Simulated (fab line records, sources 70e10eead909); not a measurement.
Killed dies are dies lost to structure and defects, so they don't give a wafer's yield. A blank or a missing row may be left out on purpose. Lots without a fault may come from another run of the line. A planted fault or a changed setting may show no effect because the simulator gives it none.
fab line records | flow nand_harc
record lots=6 wafers=18 last_day=33
route steps=1302 shown A_CONTACT@1038 END@1302
lots that met no fault: from a run of the same line without faults
start_h: hours from the record's first day to the start of the lot's first wafer shown | wait_h: hours since the lot's step before | " the same as in the row above | L1.1+2: a row that stands for several wafers | - no value, or no start given | * or withheld: withheld | < > ~ a bound
route shown NAME@n: a module of which the file shows steps, and the number in the route of the first | usual: mean/standard deviation of fault-free wafers | same: alike in all rows | chamber/n: place in a boat | sites: the reading at each site | _std_site: their standard deviation | _edge_site: outer sites' mean less inner sites' | radius_mm: how far each site lies from the wafer's centre | mask NAME#n: copy n | behind: the tool/chamber that last shaped the wafer | hold: why the lot was held/for how many hours/how that ended | device: the transistor (n, p or np) that didn't switch | end of line: the same wafers' tests at the end of the route | a step without rows: its recipe alone | killed: dies lost to structure and defects at the first sort, not the wafer's yield | map: a wafer's dies, x killed, . not, _ none there
set.NAME: the setting as run; set.NAME@STEP: as run at that earlier step | model.NAME: the simulator's own value behind a step, which no gauge read
lots at some steps of the route; a table a step, a row a wafer
services: from which hour (start_h, from the record's first day; less than 0 if before it) a tool's chamber was out of use, for how many hours, and why
## steps
# step NHARC_A_CONTACT_DEVELOP_68
# recipe develop_time_s=35 dev_temp_c=23
# step NHARC_A_CONTACT_CD_MEAS_69
# recipe target_cd_nm=300 landing_energy_ev=500
# usual cd_nm=300.0/0.46
# columns lot.wafer tool chamber start_h wait_h cd_nm
L941.3 cd_sem-02 0 547.52 - 300.9
L941.4 " 0 " " 300.3
L941.5 " 0 " " 300.3
L949.1 cd_sem-01 0 617.67 - 300.0
L949.3 " 0 " " 299.6
L949.4 " 0 " " 299.3
L951.2 cd_sem-01 0 652.99 - 300.0
L951.3 " 0 " " 299.9
L951.6 " 0 " " 299.3
L953.2 cd_sem-02 0 660.65 - 300.2
L953.3 " 0 " " 299.5
L953.5 " 0 " " 300.4
L959.1 cd_sem-03 0 713.89 - 300.2
L959.3 " 0 " " 299.8
L959.5 " 0 " " 299.8
L960.1 cd_sem-02 0 718.24 - 300.4
L960.3 " 0 " " 300.2
L960.5 " 0 " " 300.5
# step NHARC_A_CONTACT_OVL_MEAS_70
# usual overlay_x_nm=-0.2/0.99 overlay_y_nm=-0.5/0.88
# columns lot.wafer tool chamber start_h wait_h overlay_x_nm overlay_y_nm
L941.3 overlay-01 - 547.60 - 0.1 -1.5
L941.4 " - " " -0.2 -0.9
L941.5 " - " " 0.4 -1.5
L949.1 overlay-02 - 617.76 - 0.8 -1.3
L949.3 " - " " 1.1 -0.9
L949.4 " - " " 1.0 -1.2
L951.2 overlay-01 - 653.07 - 0.0 -2.4
L951.3 " - " " -1.1 -2.1
L951.6 " - " " -0.5 -1.6
L953.2 overlay-01 - 660.73 - -0.1 -2.6
L953.3 " - " " -0.5 -2.7
L953.5 " - " " -0.9 -2.5
L959.1 overlay-01 - 713.98 - 0.6 0.4
L959.3 " - " " 1.0 0.0
L959.5 " - " " 1.2 0.5
L960.1 overlay-01 - 718.33 - 0.5 -1.2
L960.3 " - " " 0.6 -0.6
L960.5 " - " " 0.2 -1.2
# step NHARC_A_CONTACT_INSPECT_71
# usual raw_defect_count=80/34
# columns lot.wafer tool chamber start_h wait_h raw_defect_count
L941.3 defect_inspect-02 - 547.64 0.0 99
L941.4 " - " " 111
L941.5 " - " " 99
L949.1 defect_inspect-02 - 617.80 0.0 78
L949.3 " - " " 83
L949.4 " - " " 78
L951.2 defect_inspect-02 - 653.11 0.0 107
L951.3 " - " " 99
L951.6 " - " " 117
L953.2 defect_inspect-01 - 660.77 0.0 140
L953.3 " - " " 158
L953.5 " - " " 149
L959.1 defect_inspect-01 - 714.02 0.0 60
L959.3 " - " " 61
L959.5 " - " " 51
L960.1 defect_inspect-01 - 718.37 0.0 15
L960.3 " - " " 15
L960.5 " - " " 14
# step NHARC_A_CONTACT_DESCUM_74
# recipe time_s=3 o2_flow_sccm=200 ar_flow_sccm=0 bias_power_w=0 chemistry=O2
# usual chamber_pressure_mTorr=60.00/0.055 drypump_motor_current_A=5.6/0.38 oes_product_au=1.001/0.0068 rf_vpp_V=57.7/0.9 showerhead_plenum_p_Torr=1.90/0.083 throttle_valve_pct=11.310/0.0093
# same bias_power_w=0
# columns lot.wafer tool chamber start_h wait_h chamber_pressure_mTorr drypump_motor_current_A oes_product_au rf_hours_counter_h rf_vpp_V showerhead_plenum_p_Torr throttle_valve_pct
L941.4 rie_diel-07 2 547.71 0.1 60.02 5.2 0.991 10 58.5 1.92 11.306
L941.3 " 3 " " 59.95 5.3 1.012 10 57.0 1.90 11.303
L941.5 " 1 " " 60.15 5.3 0.997 - 56.8 1.86 11.291
L949.3 rie_diel-07 3 617.86 0.1 59.94 5.3 1.008 23 57.3 1.90 11.305
L949.1 " 0 " " 59.95 5.8 1.002 21 57.7 1.82 11.315
L949.4 " 2 " " 60.07 5.3 1.003 22 57.8 1.92 11.316
L951.3 rie_diel-01 3 653.17 0.1 60.00 6.5 1.000 27 57.0 1.79 11.324
L951.2 " 2 " " 60.01 5.5 0.997 26 56.7 1.93 11.310
L951.6 " 1 " " 60.03 5.2 0.991 - 55.9 1.77 11.312
L953.3 rie_diel-01 0 660.84 0.1 60.04 5.8 1.003 25 59.4 2.07 11.292
L953.2 " 1 " " 59.96 5.2 1.003 27 58.2 1.77 11.298
L953.5 " 0 " " 60.01 5.8 0.995 - 58.8 2.07 11.317
L959.1 rie_diel-01 2 714.10 0.1 60.02 5.5 0.997 43 58.9 1.92 11.299
L959.3 " 0 " " 60.06 5.8 1.003 - 58.1 2.06 11.311
L959.5 " 0 " " 60.01 5.8 0.985 - 57.7 2.06 11.312
L960.3 rie_diel-07 1 718.44 0.1 59.94 5.4 1.014 8 57.4 1.85 11.317
L960.1 " 2 " " 59.96 5.3 1.003 8 57.6 1.91 11.292
L960.5 " 0 " " 59.89 5.8 1.005 - 56.8 1.81 11.332
# step NHARC_A_CONTACT_ETCH_75
# recipe target_depth_a=390 over_etch_frac=0.3 time_s=65 ion_energy_ev=80 cf4_flow_sccm=150 ar_flow_sccm=0 rf_w=300 bias_w=100 chemistry=CF4
# step NHARC_A_CONTACT_ETCH_76
# recipe target_depth_a=2600 over_etch_frac=0.3 time_s=475.3 ion_energy_ev=200 n2_flow_sccm=150 h2_flow_sccm=150 ar_flow_sccm=0 rf_w=400 bias_w=150 chemistry=N2/H2
# step NHARC_A_CONTACT_ETCH_77
# recipe target_depth_a=1089 time_s=54.5 cf4_flow_sccm=100 chf3_flow_sccm=30 ar_flow_sccm=0 rf_w=500 bias_w=200 chemistry=CF4/CHF3
# usual bias_w=200.0/0.6 cf4_flow_sccm=100.0/0.31 chamber_pressure_mTorr=25.002/0.025 drypump_motor_current_A=5.6/0.37 oes_product_au=0.937/0.021 rf_vpp_V=370.3/2.4 showerhead_plenum_p_Torr=1.56/0.063 throttle_valve_pct=16.803/0.0095
# columns lot.wafer tool chamber start_h wait_h bias_w cf4_flow_sccm chamber_pressure_mTorr drypump_motor_current_A oes_product_au rf_hours_counter_h rf_vpp_V showerhead_plenum_p_Torr throttle_valve_pct
L941.4 rie_diel-07 0 - - 200.7 99.9 25.015 5.8 0.921 9 366.9 1.50 16.810
L941.3 " 2 " " 201.3 99.8 24.994 5.3 0.927 11 371.8 1.58 16.807
L941.5 " 0 " " 200.4 100.4 25.008 5.8 0.923 - 367.5 1.50 16.789
L949.4 rie_diel-07 3 - - 200.1 100.1 24.993 5.3 0.947 23 370.8 1.56 16.802
L949.1 " 1 " " 199.7 99.9 24.989 5.3 0.932 20 367.6 1.53 16.815
L949.3 " 2 " " 200.1 100.0 24.959 5.3 0.924 22 370.3 1.57 16.792
L951.2 rie_diel-01 1 - - 199.5 100.3 24.996 5.2 0.919 26 366.9 1.46 16.806
L951.3 " 2 " " 200.1 100.2 24.999 5.5 0.916 27 371.0 1.59 16.797
L951.6 " 3 " " 199.0 100.2 24.979 6.5 0.926 - 367.5 1.48 16.806
L953.2 rie_diel-01 0 - - 200.4 99.9 25.031 5.8 0.926 26 373.2 1.69 16.800
L953.3 " 2 " " 200.2 99.7 24.934 5.5 0.971 28 371.7 1.59 16.811
L953.5 " 1 " " 199.0 100.3 25.065 5.2 0.987 - 365.1 1.46 16.830
L959.1 rie_diel-01 0 715.74 1.1 199.5 99.5 24.988 5.8 0.925 44 374.9 1.69 16.808
L959.3 " 1 " " 199.3 99.9 25.017 5.2 0.925 34 366.8 1.46 16.805
L959.5 " 1 " " 199.6 100.3 25.018 5.2 0.928 - 365.5 1.46 16.812
L960.3 rie_diel-07 3 - - 200.5 99.6 25.043 5.3 0.920 10 368.2 1.56 16.799
L960.1 " 0 " " 199.5 100.3 24.994 5.9 0.930 10 369.0 1.50 16.795
L960.5 " 1 " " 200.6 100.2 24.995 5.4 0.932 - 369.7 1.52 16.809
# step NHARC_A_CONTACT_ETCH_78
# recipe target_depth_a=53000 over_etch_frac=0.3 time_s=1378 ion_energy_ev=150 o2_flow_sccm=400 cos_flow_sccm=20 ar_flow_sccm=0 rf_w=500 bias_w=300 chemistry=O2/COS
# usual bias_w=300.0/0.92 chamber_pressure_mTorr=19.999/0.018 drypump_motor_current_A=5.6/0.37 oes_product_au=0.999/0.0077 rf_vpp_V=313.8/2 showerhead_plenum_p_Torr=3.10/0.13 throttle_valve_pct=28.329/0.0093
# columns lot.wafer tool chamber start_h wait_h bias_w chamber_pressure_mTorr drypump_motor_current_A oes_product_au rf_hours_counter_h rf_vpp_V showerhead_plenum_p_Torr throttle_valve_pct
L941.3 rie_diel-07 1 - - 302.7 20.011 5.4 1.005 9 313.5 3.03 28.325
L941.4 " 2 " " 298.8 20.003 5.3 1.002 11 313.4 3.13 28.326
L941.5 " 1 " " 300.6 19.988 5.4 1.004 - 313.5 3.03 28.328
L949.4 rie_diel-07 3 - - 300.0 19.977 5.3 1.007 24 313.1 3.09 28.344
L949.3 " 0 " " 299.8 20.003 5.9 1.006 21 311.6 2.98 28.328
L949.1 " 1 " " 300.8 20.028 5.4 1.006 20 313.8 3.03 28.310
L951.3 rie_diel-01 3 - - 300.8 19.990 6.5 0.999 27 312.3 2.93 28.335
L951.2 " 2 " " 300.3 19.979 5.5 1.004 27 314.9 3.15 28.334
L951.6 " 2 " " 299.8 19.982 5.5 1.008 - 315.0 3.15 28.341
L953.3 rie_diel-01 2 - - 300.8 20.025 5.5 0.992 28 314.7 3.15 28.330
L953.2 " 3 " " 298.7 19.998 6.5 1.000 29 312.0 2.93 28.329
L953.5 " 0 " " 298.6 19.958 5.8 1.017 - 318.5 3.36 28.343
L959.3 rie_diel-01 1 - - 301.5 20.000 5.2 0.996 34 310.9 2.89 28.334
L959.1 " 0 " " 297.7 19.970 5.8 0.993 45 316.7 3.35 28.340
L959.5 " 0 " " 298.6 19.993 5.8 0.995 - 317.5 3.35 28.319
L960.3 rie_diel-07 0 - - 300.9 19.987 5.8 0.999 10 311.2 2.97 28.343
L960.1 " 1 " " 300.4 20.019 5.4 1.007 9 313.4 3.02 28.337
L960.5 " 3 " " 301.6 20.010 5.3 1.011 - 313.2 3.09 28.332
# step NHARC_A_CONTACT_ETCH_124
# recipe source_w=withheld pressure_mtorr=20 bias_v=withheld time_s=140 target_depth_a=7000 ar_flow_sccm=withheld c4f8_flow_sccm=withheld o2_flow_sccm=withheld chemistry=C4F8/O2/Ar
# usual chamber_pressure_mTorr=20.002/0.017 oes_air_line_au=0.997/0.02
# columns lot.wafer tool chamber start_h wait_h chamber_pressure_mTorr oes_air_line_au rf_hours_counter_h
L941.4 har_cap_etch-03 1 549.30 - 19.990 1.016 -
L941.3 " 0 " " 20.020 1.008 -
L941.5 " 0 " " 20.029 1.003 -
L949.1 har_cap_etch-01 0 619.39 - 20.015 0.982 18
L949.4 " 0 " " 20.001 0.991 -
L949.3 " 1 " " 20.014 1.016 -
L951.2 har_cap_etch-01 1 655.10 - 20.003 1.021 22
L951.3 " 1 " " 20.006 0.980 -
L951.6 " 0 " " 20.006 0.997 -
L953.2 har_cap_etch-02 1 662.41 - 19.976 0.987 114
L953.3 " 1 " " 19.988 1.025 -
L953.5 " 1 " " 20.022 1.031 -
L959.1 har_cap_etch-03 0 717.12 - 20.016 0.994 85
L959.3 " 1 " " 20.011 0.975 -
L959.5 " 1 " " 20.013 0.989 -
L960.1 har_cap_etch-01 0 719.96 - 19.978 0.971 35
L960.3 " 0 " " 20.005 0.993 -
L960.5 " 0 " " 19.992 0.994 -
# step NHARC_A_CONTACT_ETCH_125
# recipe source_w=withheld pressure_mtorr=20 bias_v=3000 time_s=197 target_depth_a=19180 ar_flow_sccm=withheld c4f8_flow_sccm=withheld o2_flow_sccm=withheld chemistry=C4F8/O2/Ar
# step NHARC_A_CONTACT_ETCH_126
# recipe source_w=withheld pressure_mtorr=20 bias_v=3000 time_s=197 target_depth_a=19180 ar_flow_sccm=withheld c4f8_flow_sccm=withheld o2_flow_sccm=withheld chemistry=C4F8/O2/Ar
# usual chamber_pressure_mTorr=20.001/0.02 oes_air_line_au=1.000/0.02
# columns lot.wafer tool chamber start_h wait_h chamber_pressure_mTorr oes_air_line_au rf_hours_counter_h
L941.4 har_cap_etch-03 1 549.66 0.1 20.021 0.990 -
L941.3 " 0 " " 20.004 1.006 -
L941.5 " 0 " " 20.035 1.002 -
L949.1 har_cap_etch-01 0 619.77 0.1 19.979 1.022 18
L949.4 " 0 " " 19.996 1.027 -
L949.3 " 1 " " 19.985 1.020 -
L951.2 har_cap_etch-01 1 655.47 0.1 19.967 0.979 23
L951.3 " 1 " " 19.977 0.982 -
L951.6 " 0 " " 19.974 1.029 -
L953.2 har_cap_etch-02 1 662.78 0.1 20.008 0.991 115
L953.3 " 1 " " 20.022 1.004 -
L953.5 " 1 " " 20.010 0.966 -
L959.1 har_cap_etch-03 0 717.50 0.1 20.030 1.018 85
L959.3 " 1 " " 20.001 1.022 -
L959.5 " 1 " " 20.020 0.990 -
L960.1 har_cap_etch-01 0 720.34 0.1 19.976 0.980 36
L960.3 " 0 " " 19.987 0.985 -
L960.5 " 0 " " 19.973 0.997 -
# step NHARC_A_CONTACT_ETCH_127
# recipe source_w=withheld pressure_mtorr=20 bias_v=3000 time_s=197 target_depth_a=19180 ar_flow_sccm=withheld c4f8_flow_sccm=withheld o2_flow_sccm=withheld chemistry=C4F8/O2/Ar
# usual chamber_pressure_mTorr=19.999/0.017 oes_air_line_au=1.001/0.021
# columns lot.wafer tool chamber start_h wait_h chamber_pressure_mTorr oes_air_line_au rf_hours_counter_h
L941.4 har_cap_etch-03 1 549.84 0.1 19.983 0.980 -
L941.3 " 0 " " 20.010 0.997 -
L941.5 " 0 " " 20.005 0.995 -
L949.1 har_cap_etch-01 0 619.95 0.1 19.993 1.004 18
L949.4 " 0 " " 19.992 1.009 -
L949.3 " 1 " " 20.008 0.996 -
L951.2 har_cap_etch-01 1 655.64 0.1 - - -
L951.3 " 1 " " - - -
L951.6 " 0 " " - - -
L953.2 har_cap_etch-02 1 662.96 0.1 - - -
L953.3 " 1 " " - - -
L953.5 " 1 " " - - -
L959.1 har_cap_etch-03 0 717.68 0.1 20.009 1.019 85
L959.3 " 1 " " 19.976 0.998 -
L959.5 " 1 " " 20.020 0.968 -
L960.1 har_cap_etch-01 0 720.52 0.1 20.000 1.012 36
L960.3 " 0 " " 19.983 1.025 -
L960.5 " 0 " " 20.010 1.007 -
# step NHARC_A_CONTACT_ETCH_128
# recipe source_w=withheld pressure_mtorr=20 bias_v=3000 time_s=197 target_depth_a=19180 ar_flow_sccm=withheld c4f8_flow_sccm=withheld o2_flow_sccm=withheld chemistry=C4F8/O2/Ar
# step NHARC_END_SORT_01
# recipe temp_c=25
# usual killed_at_array=56/20 killed_at_other=1/1.3 killed_at_periphery=3.5/2.7 killed_dies=60/20 killed_open=3.3/1.6 killed_short=2.4/1.5
# same gross_dies=677
# columns lot.wafer tool chamber start_h wait_h killed_at_array killed_at_other killed_at_periphery killed_dies killed_open killed_short
L941.3 prober-01 0 612.05 3.1 73 1 2 76 2 3
L941.4 prober-01 0 612.85 3.4 60 3 3 66 3 3
L941.5 prober-01 0 613.64 3.7 81 5 4 90 3 0
L949.1 prober-02 0 677.61 2.5 61 2 4 67 2 3
L949.3 prober-02 0 679.20 3.1 65 0 3 68 1 2
L949.4 prober-02 0 680.00 3.4 43 0 6 49 1 1
L951.2 prober-01 0 711.82 2.8 672 0 5 677 6 2
L951.3 prober-01 0 712.60 3.0 675 0 2 677 2 1
L951.6 prober-01 0 714.95 3.9 670 1 6 677 3 0
L953.2 prober-02 0 722.75 2.8 674 1 2 677 4 1
L953.3 prober-02 0 723.55 3.1 675 0 2 677 6 1
L953.5 prober-02 0 725.14 3.7 677 0 0 677 1 2
L959.1 prober-01 0 771.23 2.5 49 1 3 53 3 1
L959.3 prober-01 0 772.82 3.1 53 0 5 58 4 4
L959.5 prober-01 0 774.41 3.7 53 0 0 53 1 2
# killed by level:class
L941.3 A_CHANNEL_HOLE_D1:chamber_film_flake=32 A_SLIT:chamber_film_flake=26 A_CONTACT:chamber_film_flake=6 A_CHANNEL_HOLE_D2:chamber_film_flake=4 P_M0:geometric_particle:open=1 A_CHANNEL_FILL_D1:geometric_particle:short=1 A_ONON_D2:geometric_particle:open=1 A_ONON_D2:geometric_particle:short=1
L941.4 A_SLIT:chamber_film_flake=22 A_CHANNEL_HOLE_D1:chamber_film_flake=19 A_CHANNEL_HOLE_D2:chamber_film_flake=7 A_CONTACT:chamber_film_flake=3 THIN_TSV:chamber_film_flake=3 A_DECK1_JOINT:chamber_film_flake=2 A_WL_FILL:chamber_film_flake=2 P_GATE:geometric_particle:short=1
L941.5 A_CHANNEL_HOLE_D1:chamber_film_flake=39 A_SLIT:chamber_film_flake=24 A_CHANNEL_HOLE_D2:chamber_film_flake=7 A_CONTACT:chamber_film_flake=6 THIN_TSV:chamber_film_flake=5 P_GATE:chamber_film_flake=3 A_WL_FILL:chamber_film_flake=2 P_STI:geometric_particle:open=1
L949.1 A_CHANNEL_HOLE_D1:chamber_film_flake=37 A_CHANNEL_HOLE_D2:chamber_film_flake=15 P_CONTACT:chamber_film_flake=2 A_STAIRCASE:chamber_film_flake=2 A_CONTACT:chamber_film_flake=2 P_M0:geometric_particle:open=1 A_DECK1_JOINT:geometric_particle:short=1 A_CHANNEL_FILL_D2:geometric_particle:open=1
L949.3 A_CHANNEL_HOLE_D1:chamber_film_flake=36 A_CHANNEL_HOLE_D2:chamber_film_flake=16 A_CONTACT:chamber_film_flake=4 A_SLIT:chamber_film_flake=3 A_STAIRCASE:chamber_film_flake=2 A_M0:chamber_film_flake=2 P_CONTACT:geometric_particle:short=1 P_M0:geometric_particle:open=1
L949.4 A_CHANNEL_HOLE_D1:chamber_film_flake=21 A_CHANNEL_HOLE_D2:chamber_film_flake=14 P_M1:chamber_film_flake=5 A_CONTACT:chamber_film_flake=3 A_WL_FILL:geometric_particle:open=1 A_M0:geometric_particle:short=1 P_ZERO_WELL:chamber_film_flake=1 A_DECK1_JOINT:chamber_film_flake=1
L951.2 A_CONTACT:area_etch=592 A_SLIT:chamber_film_flake=41 A_CHANNEL_HOLE_D2:chamber_film_flake=17 A_STAIRCASE:chamber_film_flake=7 A_CONTACT:chamber_film_flake=6 A_CHANNEL_HOLE_D1:chamber_film_flake=5 P_M0:geometric_particle:open=2 P_GATE:geometric_particle:short=1
L951.3 A_CONTACT:area_etch=592 A_SLIT:chamber_film_flake=33 A_CHANNEL_HOLE_D1:chamber_film_flake=17 A_CHANNEL_HOLE_D2:chamber_film_flake=15 A_STAIRCASE:chamber_film_flake=11 A_CONTACT:chamber_film_flake=4 A_ONON_D1:geometric_particle:short=1 A_SGD_CUT:geometric_particle:open=1
L951.6 A_CONTACT:area_etch=585 A_SLIT:chamber_film_flake=37 A_CHANNEL_HOLE_D1:chamber_film_flake=15 A_CHANNEL_HOLE_D2:chamber_film_flake=14 A_STAIRCASE:chamber_film_flake=11 A_CONTACT:chamber_film_flake=5 P_STI:chamber_film_flake=3 A_ONON_D1:geometric_particle:open=2
L953.2 A_CONTACT:area_etch=585 A_SLIT:chamber_film_flake=35 A_CHANNEL_HOLE_D2:chamber_film_flake=21 A_CHANNEL_HOLE_D1:chamber_film_flake=17 A_CONTACT:chamber_film_flake=8 A_WL_FILL:chamber_film_flake=3 A_CHANNEL_FILL_D2:geometric_particle:open=2 P_M0:geometric_particle:open=1
L953.3 A_CONTACT:area_etch=578 A_SLIT:chamber_film_flake=38 A_CHANNEL_HOLE_D2:chamber_film_flake=23 A_CHANNEL_HOLE_D1:chamber_film_flake=19 A_CONTACT:chamber_film_flake=7 A_STAIRCASE:chamber_film_flake=3 P_M0:geometric_particle:open=1 A_ONON_D1:geometric_particle:short=1
L953.5 A_CONTACT:area_etch=581 A_CHANNEL_HOLE_D1:chamber_film_flake=36 A_SLIT:chamber_film_flake=28 A_CHANNEL_HOLE_D2:chamber_film_flake=12 A_CONTACT:chamber_film_flake=8 A_STAIRCASE:chamber_film_flake=5 A_WL_FILL:chamber_film_flake=3 A_ONON_D1:geometric_particle:short=2
L959.1 A_CHANNEL_HOLE_D2:chamber_film_flake=28 A_SLIT:chamber_film_flake=5 A_DECK1_JOINT:chamber_film_flake=4 A_ZERO_WELL:chamber_film_flake=3 A_BLC:chamber_film_flake=3 A_CHANNEL_HOLE_D1:chamber_film_flake=2 A_STAIRCASE:chamber_film_flake=2 P_STI:geometric_particle:short=1
L959.3 A_CHANNEL_HOLE_D2:chamber_film_flake=32 A_ZERO_WELL:chamber_film_flake=3 A_DECK1_JOINT:chamber_film_flake=3 A_CHANNEL_FILL_D1:geometric_particle:short=2 A_CHANNEL_HOLE_D1:chamber_film_flake=2 A_STAIRCASE:chamber_film_flake=2 A_SLIT:chamber_film_flake=2 P_GATE:geometric_particle:open=1
L959.5 A_CHANNEL_HOLE_D2:chamber_film_flake=26 A_SLIT:chamber_film_flake=7 A_ZERO_WELL:chamber_film_flake=3 A_CHANNEL_FILL_D1:chamber_film_flake=3 A_CONTACT:chamber_film_flake=3 A_DECK1_JOINT:chamber_film_flake=2 A_STAIRCASE:chamber_film_flake=2 A_BLC:chamber_film_flake=2
# map L951.2 (x killed, . not)
____________x____________
_________xxxxxxx_________
_______xxxxxxxxxxx_______
______xxxxxxxxxxxxx______
_____xxxxxxxxxxxxxxx_____
____xxxxxxxxxxxxxxxxx____
____xxxxxxxxxxxxxxxxx____
___xxxxxxxxxxxxxxxxxxx___
___xxxxxxxxxxxxxxxxxxx___
__xxxxxxxxxxxxxxxxxxxxx__
__xxxxxxxxxxxxxxxxxxxxx__
_xxxxxxxxxxxxxxxxxxxxxxx_
_xxxxxxxxxxxxxxxxxxxxxxx_
_xxxxxxxxxxxxxxxxxxxxxxx_
_xxxxxxxxxxxxxxxxxxxxxxx_
_xxxxxxxxxxxxxxxxxxxxxxx_
xxxxxxxxxxxxxxxxxxxxxxxxx
xxxxxxxxxxxxxxxxxxxxxxxxx
xxxxxxxxxxxxxxxxxxxxxxxxx
xxxxxxxxxxxxxxxxxxxxxxxxx
xxxxxxxxxxxxxxxxxxxxxxxxx
_xxxxxxxxxxxxxxxxxxxxxxx_
_xxxxxxxxxxxxxxxxxxxxxxx_
_xxxxxxxxxxxxxxxxxxxxxxx_
_xxxxxxxxxxxxxxxxxxxxxxx_
_xxxxxxxxxxxxxxxxxxxxxxx_
__xxxxxxxxxxxxxxxxxxxxx__
__xxxxxxxxxxxxxxxxxxxxx__
___xxxxxxxxxxxxxxxxxxx___
___xxxxxxxxxxxxxxxxxxx___
____xxxxxxxxxxxxxxxxx____
____xxxxxxxxxxxxxxxxx____
_____xxxxxxxxxxxxxxx_____
______xxxxxxxxxxxxx______
_______xxxxxxxxxxx_______
_________xxxxxxx_________
____________x____________
# map L953.2 (x killed, . not)
____________x____________
_________xxxxxxx_________
_______xxxxxxxxxxx_______
______xxxxxxxxxxxxx______
_____xxxxxxxxxxxxxxx_____
____xxxxxxxxxxxxxxxxx____
____xxxxxxxxxxxxxxxxx____
___xxxxxxxxxxxxxxxxxxx___
___xxxxxxxxxxxxxxxxxxx___
__xxxxxxxxxxxxxxxxxxxxx__
__xxxxxxxxxxxxxxxxxxxxx__
_xxxxxxxxxxxxxxxxxxxxxxx_
_xxxxxxxxxxxxxxxxxxxxxxx_
_xxxxxxxxxxxxxxxxxxxxxxx_
_xxxxxxxxxxxxxxxxxxxxxxx_
_xxxxxxxxxxxxxxxxxxxxxxx_
xxxxxxxxxxxxxxxxxxxxxxxxx
xxxxxxxxxxxxxxxxxxxxxxxxx
xxxxxxxxxxxxxxxxxxxxxxxxx
xxxxxxxxxxxxxxxxxxxxxxxxx
xxxxxxxxxxxxxxxxxxxxxxxxx
_xxxxxxxxxxxxxxxxxxxxxxx_
_xxxxxxxxxxxxxxxxxxxxxxx_
_xxxxxxxxxxxxxxxxxxxxxxx_
_xxxxxxxxxxxxxxxxxxxxxxx_
_xxxxxxxxxxxxxxxxxxxxxxx_
__xxxxxxxxxxxxxxxxxxxxx__
__xxxxxxxxxxxxxxxxxxxxx__
___xxxxxxxxxxxxxxxxxxx___
___xxxxxxxxxxxxxxxxxxx___
____xxxxxxxxxxxxxxxxx____
____xxxxxxxxxxxxxxxxx____
_____xxxxxxxxxxxxxxx_____
______xxxxxxxxxxxxx______
_______xxxxxxxxxxx_______
_________xxxxxxx_________
____________x____________
## services
# columns tool chamber start_h hours kind
rie_diel-07 0 529.29 - clean
rie_diel-07 1 529.29 - clean
rie_diel-07 2 529.29 - clean
rie_diel-07 3 529.29 - clean
rie_diel-01 0 537.18 - clean
rie_diel-01 1 537.18 - clean
rie_diel-01 2 537.18 - clean
rie_diel-01 3 537.18 - clean
rie_diel-07 0 553.79 - clean
rie_diel-07 1 553.79 - clean
rie_diel-07 2 553.79 - clean
rie_diel-07 3 553.79 - clean
rie_diel-01 - 558.05 9.0 pm
rie_diel-01 0 558.05 9.0 vent_cycle
rie_diel-01 1 558.05 9.0 vent_cycle
rie_diel-01 2 558.05 9.0 vent_cycle
rie_diel-01 3 558.05 9.0 vent_cycle
rie_diel-01 0 567.05 - clean
rie_diel-07 3 631.26 12.1 repair
rie_diel-07 - 648.29 9.0 pm
rie_diel-01 0 649.19 9.2 repair
rie_diel-01 2 669.02 1.4 repair
rie_diel-01 3 684.43 65.4 repair
rie_diel-01 1 694.54 20.5 repair
## key
first_sign step=NHARC_A_CONTACT_ETCH_127 reading=tool_record direction=missing
effect step=NHARC_END_SORT_01 reading=killed_at_array direction=up sigmas=31 usual=56 struck=674
more_kills_born_at NHARC_A_CONTACT_ETCH_127@har_cap_etch-01=1769 NHARC_A_CONTACT_ETCH_127@har_cap_etch-02=1744
met_at NHARC_A_CONTACT_ETCH_127
struck_wafers L951.2,L951.3,L951.6,L953.2,L953.3,L953.5
later_rows_left_out L951.2,L951.3,L951.6,L953.2,L953.3,L953.5
tester_left_out L951,L953
onset_between 619.95 655.64
fault kind=skipped_step_whole tool=har_cap_etch-01,har_cap_etch-02 chamber=- onset_h=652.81 steps=NHARC_A_CONTACT_ETCH_127 scope=struck_lots_only
# tester_left_out: of these lots the tester's yield and bins aren't shown, on N5 and GAA mostly nor the transistor test; their killed dies are dies lost to structure and defects alone, not to doping, threshold or leakage, so they don't give the yield
# later_rows_left_out: the simulator's readings of these wafers behind a module that went badly wrong aren't trusted and aren't shown, but for the sort
